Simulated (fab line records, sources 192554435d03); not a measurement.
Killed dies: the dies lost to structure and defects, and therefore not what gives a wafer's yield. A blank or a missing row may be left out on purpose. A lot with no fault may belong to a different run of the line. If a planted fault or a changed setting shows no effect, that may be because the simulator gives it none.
Struck lot and sound lot, side by side    flow n5 finfet    16 steps out of a route of 1938
Sound: the wafers L604.2, L604.4, L604.6. Wafers L613.1, L613.6 were the ones struck. The cause is named last.
Per side, at each step with rows, come the tool, then ch with its chambers, and then its first start. Under that, the readings that differ: sound wafers    struck wafers    difference of the means    sigmas: that difference in standard deviations of wafers without a fault.
alike: words and numbers the same on both sides, and readings whose means are apart by under 2 such deviations; not compared: readings that were withheld, readings missing a value for some wafer, numbers with overlapping values and no deviation given by the record, and bounds like >300 which may hide the same value.
The two part at a step that has a row with sigmas, a row that says differs or no value, or rows on one side only. When numbers do not overlap yet have no deviation, they are printed without sigmas and do not part them. A reading missing from all wafers of one side parts the sides only when that side holds two or more wafers.

N5_MOL_CONTACT_COAG_OVL_MEAS_85:
  sound on overlay-02 ch 0, day 5 08:38; struck on overlay-01 ch 0, day 7 11:32
  alike: VG_OVL
N5_MOL_CONTACT_COAG_INSPECT_57: inspects for defects (brightfield).
  sound: defect inspect-01 at day 5 08:41; struck: defect inspect-01 at day 7 11:36
reading           sound        struck   difference  sigmas
raw defect count  253 291 261  384 419  +133        +2
N5_MOL_CONTACT_COAG_DESCUM_88: chemistry O2, time 7 s.
  sound on rie diel-03 ch 1,3, day 5 08:44; struck on rie diel-01 ch 0,2, day 7 11:43
  alike: drypump motor current A, oes product au, rf vpp V, showerhead plenum p Torr, throttle valve pct
  not compared: rf hours counter h
N5_MOL_CONTACT_COAG_ETCH_89: etches underlayer in N2/H2, target depth 13 nm, time 10.4 s.
  sound on rie diel-03 ch 1,3, day 5 08:46; struck on rie diel-01 ch 0,2, day 7 11:44
  alike: drypump motor current A, etch rf on time s, oes product au, rf vpp V, showerhead plenum p Torr, throttle valve pct
  not compared: rf hours counter h
N5_MOL_CONTACT_COAG_ETCH_90: etches SiARC in CF4, target depth 13 nm, time 21.7 s.
  sound on rie diel-03 ch 1,3, day 5 08:47; struck on rie diel-01 ch 0,2, day 7 11:46
  alike: drypump motor current A, etch rf on time s, mfc ar sccm, oes product au, rf vpp V, showerhead plenum p Torr, throttle valve pct
  not compared: rf hours counter h
then, 5 steps without rows for these wafers: N5_MOL_CONTACT_COAG_ALD_131 (deposits SiO2, target thk 5 nm, pulse time 1 s, co reactant pulse time 1 s); N5_MOL_CONTACT_COAG_ETCHBACK_132 (etches SiO2 in CHF3, target depth 10 nm, time 6.7 s); N5_MOL_CONTACT_COAG_ETCH_91 (etches SOC in N2/H2, target depth 60 nm, overetch 21 nm, time 101.2 s); N5_MOL_CONTACT_COAG_STRIP_92 (strips in N2/H2); N5_MOL_CONTACT_COAG_STRIP_93 (strips in N2/H2).
N5_MOL_CONTACT_COAG_ETCHBACK_135: etches SiO2 in CHF3, target depth 25 nm, time 16.7 s.
  sound on rie diel-04 ch 1,2, day 5 09:40; struck on rie diel-04 ch 1,2, day 7 12:09
  alike: CHF3_flow_sccm, drypump motor current A, mfc ar sccm, oes_f_703_au, oes product au, rf vpp V, showerhead plenum p Torr, throttle valve pct
  not compared: rf hours counter h
then, 1 step without rows for these wafers: N5_MOL_CONTACT_COAG_STRIP_118 (strips in CHF3).
N5_MOL_CONTACT_COAG_VIA_ETCH_46: etches SiO2 in C4F6/O2, target depth 46 nm, overetch 9.2 nm, time 40 s.
  sound on rie diel-04 ch 1,2, day 5 09:42; struck on rie diel-04 ch 1,2, day 7 12:11
reading                                            sound       struck   difference  sigmas
model.SOC_of_MOL_CONTACT_COAG_COAT_75.thk nm (nm)  51 51 50.8  48 48.2  -3          
  alike: C4F6_flow_sccm, drypump motor current A, mfc ar sccm, oes_f_703_au, oes product au, rf vpp V, showerhead plenum p Torr, throttle valve pct
  not compared: rf hours counter h
N5_MOL_CONTACT_COAG_STRIP_96: strips in N2/H2.
  sound on rie diel-04 ch 1,2, day 5 09:46; struck on rie diel-04 ch 1,2, day 7 12:15
  alike: drypump motor current A, oes product au, rf vpp V, showerhead plenum p Torr, throttle valve pct
  not compared: rf hours counter h
-- a jump in the record: the struck wafers' starts before and after are 3 days apart (it breaks off in module MOL_CONTACT_COAG and resumes in module BEOL_M4, where the first step shown is number 1111 of the route) --
N5_BEOL_M4_RC_MEAS_101:
  sound on prober-01 ch 0, day 8 00:58; struck on prober-01 ch 0, day 10 11:46
reading        sound           struck     difference  sigmas
DIBL_P (mV/V)  38.2 36.6 32.8  40.3 40.8  +4.7        +2
  alike: DIBL_N, IOFF_N, IOFF_P, ION_N, ION_P, SS_N, SS_P, VT_N, VT_P
-- record jumps: 5 days separate the struck wafers' starts on either side; left off in module BEOL_M4, taken up again in module PASSIVATION, whose first shown step is the route's number 1936 --
N5_PASSIVATION_PROBE_49:
  sound: prober-01 at day 12 13:50; struck: prober-02 at day 15 01:04
reading             sound     struck  difference  sigmas
killed_at_M0_to_M3  55 35 23  11 20   -22         -2
  alike: defect limited yield, killed_at_M4_up, killed at contacts, killed at front end, killed at other, killed dies, killed on rim, killed open, killed short, sort_bin_5_function, sort_bin_6_memory, sort n pass, sort yield pct

== WHERE THEY PART ==
Last at N5_PASSIVATION_PROBE_49 as far as this record goes, first at N5_MOL_CONTACT_COAG_INSPECT_57.

WHY: what the simulator had put in
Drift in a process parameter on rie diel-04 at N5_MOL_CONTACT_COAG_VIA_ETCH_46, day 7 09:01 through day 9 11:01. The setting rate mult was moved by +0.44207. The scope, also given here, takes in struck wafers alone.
